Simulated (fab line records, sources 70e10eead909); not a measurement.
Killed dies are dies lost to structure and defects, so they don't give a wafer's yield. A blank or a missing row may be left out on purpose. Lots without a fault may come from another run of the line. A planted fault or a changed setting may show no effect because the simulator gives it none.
Chamber matching | flow nand_harc | NHARC_P_STI_DESCUM_14 on rie_diel-13: 4 sister chambers
The step chemistry O2, time 3 s. 4 wafers are shown with their chamber, then 9 later ones without.

WAFERS WITH THEIR CHAMBER
wafer  | chamber | drypump_motor_current_A (A)
L084.5 | 3       | 5.8
L085.1 | 1       | 5.1
L088.4 | 2       | 5.4
L088.6 | 0       | 6.3

WAFERS WITHOUT THEIR CHAMBER
wafer  | drypump_motor_current_A (A)
L090.3 | 5.4
L090.4 | 5.7
L090.5 | 5.1
L092.1 | 5.4
L092.3 | 5.1
L092.6 | 5.4
L093.1 | 6.3
L093.2 | 5.1
L093.6 | 5.1

WHICH CHAMBER EACH WENT THROUGH
wafer  | from the rows above | in truth
L090.3 | 2                   | 2
L090.4 | 3                   | 3
L090.5 | 1                   | 1
L092.1 | 2                   | 2
L092.3 | 1                   | 1
L092.6 | 2                   | 2
L093.1 | 0                   | 0
L093.2 | 1                   | 1
L093.6 | 1                   | 1
Placed correctly: 9 of 9. Can't be placed from these rows: 0. Placed wrongly: 0.
How it was worked out, from the rows above alone: a wafer's distance from a chamber is the root of the sum, over the readings, of the square of ((its reading less the chamber's mean) divided by the reading's scatter). The wafer belongs to the nearest chamber; if the next one is less than 2 further off, it can't be placed. A chamber's mean is the mean of its shown wafers. The scatter: with one shown wafer a chamber, the root of the mean of the squares of how far each hidden wafer lies from its nearest shown one.
